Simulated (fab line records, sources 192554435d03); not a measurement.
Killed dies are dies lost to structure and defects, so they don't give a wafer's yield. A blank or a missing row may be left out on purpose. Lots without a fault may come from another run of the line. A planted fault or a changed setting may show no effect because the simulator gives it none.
Which tool did it? | flow n5_finfet | 24 lots, 72 wafers sampled, at 5 steps of a route of 1938

WHAT THE GAUGES READ, wafer by wafer
N5_HKMG_FIN_THK_MEAS_70: measures by xrf. Usual: HK_THK 1.615 nm, standard deviation 0.02.
lot  | measured    | on            | HK_THK (nm)       | flag
L074 | day 4 05:23 | film_metro-02 | 1.605 1.628 1.603 |
L075 | day 4 12:31 | film_metro-02 | 1.650 1.620 1.626 |
L076 | day 4 16:39 | film_metro-01 | 1.610 1.624 1.622 |
L077 | day 5 00:19 | film_metro-02 | 1.605 1.607 1.625 |
L078 | day 5 06:38 | film_metro-01 | 1.632 1.625 1.612 |
L079 | day 5 12:19 | film_metro-01 | 1.624 1.620 1.621 |
L080 | day 5 15:29 | film_metro-01 | 1.623 1.634 1.629 |
L081 | day 6 02:08 | film_metro-02 | 1.615 1.602 1.627 |
L082 | day 6 04:50 | film_metro-02 | 1.634 1.584 1.641 |
L083 | day 6 09:52 | film_metro-01 | 1.592 1.620 1.611 |
L084 | day 6 16:28 | film_metro-01 | 1.624 1.628 1.614 |
L085 | day 6 19:14 | film_metro-01 | 1.625 1.629 1.612 |
L086 | day 7 08:58 | film_metro-01 | 1.611 1.614 1.595 |
L087 | day 7 10:26 | film_metro-01 | 1.625 1.639 1.625 |
L088 | day 7 16:36 | film_metro-01 | 1.637 1.629 1.617 |
L089 | day 8 01:46 | film_metro-02 | 1.572 1.568 1.600 |
L090 | day 8 04:20 | film_metro-02 | 1.606 1.603 1.579 |
L091 | day 8 11:59 | film_metro-01 | 1.625 1.624 1.615 |
L092 | day 8 14:13 | film_metro-01 | 1.618 1.606 1.614 |
L093 | day 8 20:29 | film_metro-02 | 1.589 1.587 1.566 |
L094 | day 9 03:15 | film_metro-01 | 1.624 1.614 1.637 |
L095 | day 9 08:22 | film_metro-02 | 1.601 1.581 1.574 |
L096 | day 9 16:05 | film_metro-02 | 1.592 1.575 1.641 |
L097 | day 9 19:24 | film_metro-02 | 1.625 1.646 1.622 |

N5_GATE_CUT_CD_MEAS_13: target cd 20 nm. Usual: cd_nm 20.1 nm, standard deviation 0.3.
lot  | measured     | on        | cd_nm (nm)     | flag
L074 | day 4 14:41  | cd_sem-03 | 20.0 20.0 20.2 |
L075 | day 4 21:36  | cd_sem-01 | 19.9 20.4 20.0 |
L076 | day 5 01:33  | cd_sem-03 | 19.8 20.3 19.9 |
L077 | day 5 10:00  | cd_sem-01 | 19.7 20.2 19.7 |
L078 | day 5 15:34  | cd_sem-02 | 19.8 20.0 20.5 |
L079 | day 5 21:26  | cd_sem-01 | 20.2 20.1 20.0 |
L080 | day 6 01:40  | cd_sem-02 | 20.3 19.9 20.6 |
L081 | day 6 11:13  | cd_sem-02 | 20.5 20.6 20.1 |
L082 | day 6 14:29  | cd_sem-02 | 20.1 19.8 20.0 |
L083 | day 6 18:53  | cd_sem-03 | 20.2 20.3 20.1 |
L084 | day 7 01:34  | cd_sem-03 | 20.4 19.7 19.7 |
L085 | day 7 04:14  | cd_sem-02 | 20.1 20.3 20.0 |
L086 | day 7 18:16  | cd_sem-03 | 20.0 19.7 20.3 |
L087 | day 7 20:56  | cd_sem-03 | 19.6 19.6 20.2 |
L088 | day 8 02:15  | cd_sem-03 | 20.5 19.6 20.2 |
L089 | day 8 10:55  | cd_sem-02 | 20.7 20.6 20.6 |
L090 | day 8 13:23  | cd_sem-03 | 20.4 19.7 19.9 |
L091 | day 8 21:14  | cd_sem-02 | 20.8 20.3 20.2 |
L092 | day 8 23:25  | cd_sem-03 | 19.7 20.1 19.7 |
L093 | day 9 05:36  | cd_sem-02 | 20.5 20.0 20.2 |
L094 | day 9 13:16  | cd_sem-01 | 19.4 19.8 20.2 |
L095 | day 9 17:31  | cd_sem-02 | 19.8 20.2 20.4 |
L096 | day 10 01:28 | cd_sem-01 | 19.6 19.5 20.1 |
L097 | day 10 04:26 | cd_sem-03 | 19.9 19.9 19.9 |

WHICH TOOL RAN EACH LOT (tool, then ch and the chambers of the sampled wafers, then the start)
lot  | N5_HKMG_FIN_ALD_36                 | N5_HKMG_FIN_ETCH_67               | N5_GATE_CUT_ETCHBACK_00
L074 | ald_metal-03 ch 0,3, day 4 05:06   | rie_diel-06 ch 0,1, day 4 09:04   | rie_metal-02 ch 0,1, day 4 11:06
L075 | ald_metal-03 ch 1,2,3, day 4 12:14 | rie_diel-03 ch 1,2,3, day 4 15:44 | rie_metal-03 ch 0,1, day 4 17:46
L076 | ald_metal-02 ch 1,3, day 4 16:22   | rie_diel-01 ch 0,2,3, day 4 19:56 | rie_metal-03 ch 0,1, day 4 21:59
L077 | ald_metal-02 ch 0,3, day 5 00:02   | rie_diel-03 ch 0,3, day 5 03:49   | rie_metal-01 ch 0,1, day 5 05:50
L078 | ald_metal-01 ch 0,1,3, day 5 06:22 | rie_diel-06 ch 1,3, day 5 10:00   | rie_metal-03 ch 0,1, day 5 12:01
L079 | ald_metal-02 ch 1,2,3, day 5 12:02 | rie_diel-06 ch 0,1,3, day 5 15:41 | rie_metal-02 ch 0,1, day 5 17:43
L080 | ald_metal-01 ch 0,2,3, day 5 15:12 | rie_diel-01 ch 0,1,2, day 5 19:10 | rie_metal-02 ch 0,1, day 5 21:19
L081 | ald_metal-01 ch 0,1,2, day 6 01:52 | rie_diel-01 ch 1,2,3, day 6 05:32 | rie_metal-03 ch 0,1, day 6 07:33
L082 | ald_metal-01 ch 0,3, day 6 04:34   | rie_diel-06 ch 0,1,3, day 6 08:45 | rie_metal-01 ch 0, day 6 10:46
L083 | ald_metal-03 ch 1,2, day 6 09:35   | rie_diel-03 ch 1,2,3, day 6 13:08 | rie_metal-01 ch 0,1, day 6 15:10
L084 | ald_metal-01 ch 0,1, day 6 16:11   | rie_diel-06 ch 1,2,3, day 6 19:52 | rie_metal-01 ch 0,1, day 6 21:55
L085 | ald_metal-03 ch 1,3, day 6 18:57   | rie_diel-03 ch 1,2, day 6 22:28   | rie_metal-02 ch 0,1, day 7 00:29
L086 | ald_metal-02 ch 1,2,3, day 7 08:41 | rie_diel-01 ch 0,1,2, day 7 12:34 | rie_metal-02 ch 0,1, day 7 14:37
L087 | ald_metal-03 ch 0,3, day 7 10:09   | rie_diel-06 ch 0,1,2, day 7 14:19 | rie_metal-03 ch 0, day 7 16:41
L088 | ald_metal-03 ch 0,3, day 7 16:19   | rie_diel-01 ch 1,3, day 7 20:05   | rie_metal-01 ch 0,1, day 7 22:07
L089 | ald_metal-01 ch 0,1,2, day 8 01:29 | rie_diel-01 ch 2,3, day 8 05:11   | rie_metal-02 ch 0,1, day 8 07:12
L090 | ald_metal-02 ch 1,2, day 8 04:02   | rie_diel-03 ch 0,1,3, day 8 07:40 | rie_metal-01 ch 0,1, day 8 09:44
L091 | ald_metal-02 ch 0,1,2, day 8 11:43 | rie_diel-03 ch 0,1,3, day 8 15:28 | rie_metal-02 ch 0,1, day 8 17:41
L092 | ald_metal-03 ch 0,2,3, day 8 13:56 | rie_diel-03 ch 0,1,3, day 8 17:40 | rie_metal-01 ch 0, day 8 19:41
L093 | ald_metal-01 ch 1,2, day 8 20:13   | rie_diel-01 ch 0,3, day 8 23:52   | rie_metal-02 ch 0,1, day 9 01:56
L094 | ald_metal-01 ch 0,2,3, day 9 02:58 | rie_diel-06 ch 1,3, day 9 06:40   | rie_metal-01 ch 1, day 9 08:51
L095 | ald_metal-03 ch 0,1,3, day 9 08:05 | rie_diel-03 ch 0,1,2, day 9 11:39 | rie_metal-02 ch 0,1, day 9 13:40
L096 | ald_metal-01 ch 0,1,3, day 9 15:49 | rie_diel-06 ch 0,1,2, day 9 19:26 | rie_metal-02 ch 0,1, day 9 21:32
L097 | ald_metal-01 ch 0,3, day 9 19:07   | rie_diel-01 ch 0,1,3, day 9 22:45 | rie_metal-02 ch 0,1, day 10 00:47
- N5_HKMG_FIN_ALD_36: deposits TiN, target thk 1 nm, pulse time 1 s, purge time 3 s.
- N5_HKMG_FIN_ETCH_67: etches SOC in N2/H2, stops on TiN, target depth 388.9 nm.
- N5_GATE_CUT_ETCHBACK_00: etches W in SF6/Cl2.

WHAT THE TOOLS THEMSELVES READ (means of the sampled wafers that have a number; where no wafer has one, the mark that the record gives instead)
N5_HKMG_FIN_ALD_36. Usual: heater_power_w 857 W, standard deviation 76; precursor_pulse_height_rel 0.998, standard deviation 0.021.
lot  | tool         | heater_power_w (W) | precursor_pulse_height_rel | flag
L074 | ald_metal-03 | 842                | 1.011                      |
L075 | ald_metal-03 | 884                | 0.998                      |
L076 | ald_metal-02 | 817                | 0.995                      |
L077 | ald_metal-02 | 827                | 1.018                      |
L078 | ald_metal-01 | 879                | 0.991                      |
L079 | ald_metal-02 | 838                | 1.003                      |
L080 | ald_metal-01 | 860                | 1.025                      |
L081 | ald_metal-01 | 840                | 0.990                      |
L082 | ald_metal-01 | 835                | 1.000                      |
L083 | ald_metal-03 | 930                | 0.981                      |
L084 | ald_metal-01 | 809                | 1.021                      |
L085 | ald_metal-03 | 888                | 1.004                      |
L086 | ald_metal-02 | 855                | 0.998                      |
L087 | ald_metal-03 | 828                | 0.998                      |
L088 | ald_metal-03 | 862                | 1.004                      |
L089 | ald_metal-01 | 835                | 1.005                      |
L090 | ald_metal-02 | 885                | 1.014                      |
L091 | ald_metal-02 | 854                | 1.006                      |
L092 | ald_metal-03 | 802                | 1.005                      |
L093 | ald_metal-01 | 879                | 0.978                      |
L094 | ald_metal-01 | 864                | 1.003                      |
L095 | ald_metal-03 | 906                | 0.976                      |
L096 | ald_metal-01 | 876                | 1.002                      |
L097 | ald_metal-01 | 843                | 0.981                      |

N5_HKMG_FIN_ETCH_67. Usual: drypump_motor_current_A 5.8 A, standard deviation 0.43; n2_flow_sccm 200.0 sccm, standard deviation 0.55; oes_product_au 0.81 a.u., standard deviation 0.099; rf_vpp_V 241.2 V, standard deviation 1.1; showerhead_plenum_p_Torr 2.58 Torr, standard deviation 0.07; throttle_valve_pct 17.87 %, standard deviation 0.29.
lot  | tool        | drypump_motor_current_A (A) | n2_flow_sccm (sccm) | oes_product_au (a.u.) | rf_vpp_V (V) | showerhead_plenum_p_Torr (Torr) | throttle_valve_pct (%) | flag
L074 | rie_diel-06 | 5.8                         | 200.0               | 0.93                  | 242.4        | 2.71                            | 17.60                  |
L075 | rie_diel-03 | 5.7                         | 200.1               | 0.78                  | 241.4        | 2.54                            | 17.93                  |
L076 | rie_diel-01 | 5.8                         | 200.1               | 0.71                  | 240.9        | 2.56                            | 18.03                  |
L077 | rie_diel-03 | 5.8                         | 200.5               | 0.69                  | 241.0        | 2.57                            | 18.15                  |
L078 | rie_diel-06 | 5.8                         | 200.0               | 0.83                  | 241.6        | 2.61                            | 18.01                  |
L079 | rie_diel-06 | 5.7                         | 200.0               | 0.83                  | 242.2        | 2.65                            | 17.89                  |
L080 | rie_diel-01 | 6.1                         | 200.0               | 0.76                  | 241.6        | 2.58                            | 17.81                  |
L081 | rie_diel-01 | 5.7                         | 200.0               | 0.77                  | 239.6        | 2.54                            | 17.81                  |
L082 | rie_diel-06 | 5.6                         | 200.4               | 0.82                  | 242.1        | 2.64                            | 17.90                  |
L083 | rie_diel-03 | 5.7                         | 199.6               | 0.84                  | 241.1        | 2.53                            | 17.81                  |
L084 | rie_diel-06 | 5.8                         | 200.3               | 0.78                  | 241.9        | 2.62                            | 18.01                  |
L085 | rie_diel-03 | 5.8                         | 200.5               | 0.89                  | 240.9        | 2.53                            | 17.76                  |
L086 | rie_diel-01 | 6.1                         | 200.1               | 0.75                  | 241.2        | 2.57                            | 17.83                  |
L087 | rie_diel-06 | 5.5                         | 199.5               | 0.79                  | 242.0        | 2.67                            | 17.90                  |
L088 | rie_diel-01 | 6.1                         | 200.5               | 0.81                  | 240.7        | 2.55                            | 17.58                  |
L089 | rie_diel-01 | 5.4                         | 199.7               | 0.70                  | 240.5        | 2.51                            | 18.06                  |
L090 | rie_diel-03 | 5.9                         | 200.0               | 0.91                  | 240.8        | 2.52                            | 17.71                  |
L091 | rie_diel-03 | 5.9                         | 199.8               | 0.90                  | 240.5        | 2.52                            | 17.71                  |
L092 | rie_diel-03 | 5.8                         | 199.3               | 0.90                  | 240.0        | 2.52                            | 17.71                  |
L093 | rie_diel-01 | 6.3                         | 199.3               | 0.87                  | 241.5        | 2.58                            | 17.76                  |
L094 | rie_diel-06 | 5.8                         | 199.9               | 0.78                  | 241.2        | 2.59                            | 18.08                  |
L095 | rie_diel-03 | 5.7                         | 200.2               | 0.86                  | 241.1        | 2.56                            | 17.83                  |
L096 | rie_diel-06 | 5.6                         | 199.7               | 0.87                  | 242.6        | 2.66                            | 17.76                  |
L097 | rie_diel-01 | 6.2                         | 199.9               | 0.82                  | 241.0        | 2.56                            | 17.68                  |

N5_GATE_CUT_ETCHBACK_00. Usual: drypump_motor_current_A 5.7 A, standard deviation 0.42; oes_product_au 0.68 a.u., standard deviation 0.074; throttle_valve_pct 27.67 %, standard deviation 0.17.
lot  | tool         | drypump_motor_current_A (A) | oes_product_au (a.u.) | throttle_valve_pct (%) | flag
L074 | rie_metal-02 | 5.4                         | 0.78                  | 27.53                  |
L075 | rie_metal-03 | 5.3                         | 0.60                  | 27.67                  |
L076 | rie_metal-03 | 5.3                         | 0.60                  | 27.68                  |
L077 | rie_metal-01 | 5.9                         | 0.66                  | 27.80                  |
L078 | rie_metal-03 | 5.5                         | 0.61                  | 27.77                  |
L079 | rie_metal-02 | 5.8                         | 0.73                  | 27.61                  |
L080 | rie_metal-02 | 5.8                         | 0.73                  | 27.61                  |
L081 | rie_metal-03 | 5.5                         | 0.62                  | 27.77                  |
L082 | rie_metal-01 | 5.7                         | 0.61                  | 27.59                  |
L083 | rie_metal-01 | 5.8                         | 0.63                  | 27.69                  |
L084 | rie_metal-01 | 5.8                         | 0.63                  | 27.69                  |
L085 | rie_metal-02 | 5.4                         | 0.77                  | 27.54                  |
L086 | rie_metal-02 | 5.4                         | 0.76                  | 27.54                  |
L087 | rie_metal-03 | 5.7                         | 0.62                  | 27.87                  |
L088 | rie_metal-01 | 6.0                         | 0.65                  | 27.81                  |
L089 | rie_metal-02 | 5.4                         | 0.76                  | 27.54                  |
L090 | rie_metal-01 | 5.8                         | 0.63                  | 27.70                  |
L091 | rie_metal-02 | 5.8                         | 0.72                  | 27.62                  |
L092 | rie_metal-01 | 5.6                         | 0.60                  | 27.59                  |
L093 | rie_metal-02 | 5.8                         | 0.72                  | 27.63                  |
L094 | rie_metal-01 | 6.1                         | 0.66                  | 27.94                  |
L095 | rie_metal-02 | 5.7                         | 0.72                  | 27.62                  |
L096 | rie_metal-02 | 5.4                         | 0.75                  | 27.55                  |
L097 | rie_metal-02 | 5.8                         | 0.72                  | 27.63                  |

THE ANSWER, worked out from the rows above alone
Rule: a lot is off if the mean of its wafers that have a number lies more than 3 standard deviations from the usual mean. A lot without any number at a reading at which 4 lots or more have one is off too. The other lots that the step has rows for count as sound. The gauges are gone through in route order, then the tools' own readings, and for those a lot's mean is taken as printed above. The first step at which some lot is off is used, and at that step the reading that is off furthest; a lot without a number counts as furthest.
No lot is off at any reading shown: from this, nothing can be told.

WHAT THE SIMULATOR HAD PUT IN
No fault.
